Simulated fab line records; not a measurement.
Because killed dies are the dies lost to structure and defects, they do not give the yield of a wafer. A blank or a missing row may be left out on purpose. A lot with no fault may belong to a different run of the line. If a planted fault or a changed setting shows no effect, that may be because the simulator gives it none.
Comparing a struck lot with a sound one :: flow n5-finfet :: 37 out of 1938 route steps
Sound: the wafers L393.2, L393.3, L393.6. Struck: wafers L387.2, L387.3, L387.5. Last of all comes the cause.
Per side, at each step with rows, come the tool, then ch with its chambers, and then its first start. Under that, the readings that differ: sound wafers :: struck wafers :: difference of the means :: sigmas: that difference in standard deviations of wafers without a fault.
alike: same words and numbers on both sides, and readings whose means sit less than 2 such deviations apart. not compared: any withheld reading, any reading some wafer has no value for, any bound like >300 that may hide the same value, and any number with overlapping values for which the record gives no deviation.
Wherever a step has rows on one side only, a row that says differs or no value, or a row with sigmas, the two part there. When numbers do not overlap yet have no deviation, they are printed without sigmas and do not part them. A reading missing from all wafers of one side parts the sides only when that side holds two or more wafers.

first, 9 steps without rows for these wafers: N5_BEOL_M4_ANNEAL_95 (time 240 s); N5_BEOL_M4_SPUTTER_96 (material Cu, target thk 4.5 nm, time 8.29 s); N5_BEOL_M4_ECD_50 (material Cu, target thk 300 nm); N5_BEOL_M4_ANNEAL_51 (time 90 s); N5_BEOL_M4_CMP_52 (polishes, stops on SiOC, t overpolish 6.8 s, target thk 40 nm); N5_BEOL_M4_PRE_CLEAN_60 (time 15 s); N5_BEOL_M4_CO_CAP_55 (material Co, precursor CCTBA/H2, target thk 2 nm, time 102.1 s); N5_BEOL_M4_PRE_CLEAN_56 (time 15 s); N5_BEOL_M4_DEP_57 (deposits SiCN from 3MS/NH3, target thk 8 nm, time 14 s).
N5_BEOL_M4_RC_MEAS_101:
  sound on prober-02 ch 0, day 12 16:23; struck on prober-01 ch 0, day 11 11:48
  alike: DIBL_N, DIBL_P, IOFF_N, IOFF_P, ION_N, ION_P, SS_N, SS_P, VT_N, VT_P
then, 24 steps without rows for these wafers: N5_BEOL_M5_ILD_DEP_00 (deposits SiCOH lowk from DEMS/porogen, target thk 140.64 nm, time 25.9 s); N5_BEOL_M5_CURE_79 (cures SiCOH lowk, time 240 s); N5_BEOL_M5_PECVD_70 (deposits SiO2 from TEOS/O2, target thk 16 nm, time 18 s); N5_BEOL_M5_HM_DEP_02 (deposits TiN, target thk 20 nm); N5_BEOL_M5_COAT_59 (time 60 s, resist thk 60 nm); N5_BEOL_M5_COAT_60 (time 60 s, resist thk 12 nm); N5_BEOL_M5_COAT_71 (time 60 s, resist thk 5 nm); N5_BEOL_M5_COAT_05 (resist thk 30 nm); N5_BEOL_M5_EBR_07; N5_BEOL_M5_SOFTBAKE_06 (time 60 s); N5_BEOL_M5_EXPOSE_08 (exposes mask M5, target cd 28 nm); N5_BEOL_M5_PEB_09 (peb time 60 s); N5_BEOL_M5_DEVELOP_10 (develop time 30 s); N5_BEOL_M5_DESCUM_16 (chemistry O2, time 7 s); N5_BEOL_M5_ETCH_72 (etches underlayer in N2/H2, target depth 6.5 nm, time 5.2 s); N5_BEOL_M5_ETCH_61 (etches SiARC in CF4, target depth 15.6 nm, time 26 s); N5_BEOL_M5_ETCH_62 (etches SOC in N2/H2, target depth 75 nm, overetch 15 nm, time 112.5 s); N5_BEOL_M5_STRIP_63 (strips in N2/H2); N5_BEOL_M5_STRIP_73 (strips in N2/H2); N5_BEOL_M5_STRIP_64 (strips in CF4); N5_BEOL_M5_HM_OPEN_17 (chemistry Cl2/BCl3, target TiN, target depth 20 nm, overetch 6 nm); N5_BEOL_M5_STRIP_19 (strips in O2); N5_BEOL_M5_COAT_65 (time 60 s, resist thk 60 nm); N5_BEOL_M5_COAT_66 (time 60 s, resist thk 12 nm).
N5_BEOL_M7_ANNEAL_51: time 90 s.
  struck on rtp-anneal-01, day 12 22:37; sound on rtp-anneal-01 ch 0, day 13 20:49
  no value came back on the struck wafers for anneal-temp-c (C), anneal-temp-c-max, wafer_temp_C_max; on the sound wafers anneal-temp-c (C) reads 225.08 224.76 224.90
N5_BEOL_M7_CMP_52: polishes, stops on SiCOH lowk, t overpolish 6.9 s, target thk 80 nm.
  sound on cmp-01 ch 0,1,3, day 13 21:08; struck on cmp-04 ch 0,2, day 12 22:55
reading: barrier-field-endpoint-s (s)
sound: 28.9 28.3 28.5
struck: 32.1 33.4 33.8
difference: +4.5
sigmas: +6

reading: time-to-endpoint-s (s)
sound: 66 65 64
struck: 80 80 81
difference: +15
sigmas: +5
  alike: motor-current-A, overpolish-run-s, retaining-ring-pressure-frac, slurry-flow-ml-min
-- the record jumps here: 3 days lie between the struck wafers' starts before and after (it left off in module BEOL_M7 and takes up again in module PASSIVATION, whose first step shown is number 1936 of the route) --
N5_PASSIVATION_PROBE_49:
  only the struck wafers here have rows in the record (prober-01, day 16 04:18); the sound ones have none

== WHERE THEY PART ==
Last at N5_PASSIVATION_PROBE_49 as far as this record goes, first at N5_BEOL_M7_ANNEAL_51.

WHY: what had been put in by the simulator
Beginning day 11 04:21, the whole step at N5_BEOL_M7_ANNEAL_51 was skipped on rtp-anneal-01. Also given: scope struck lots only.
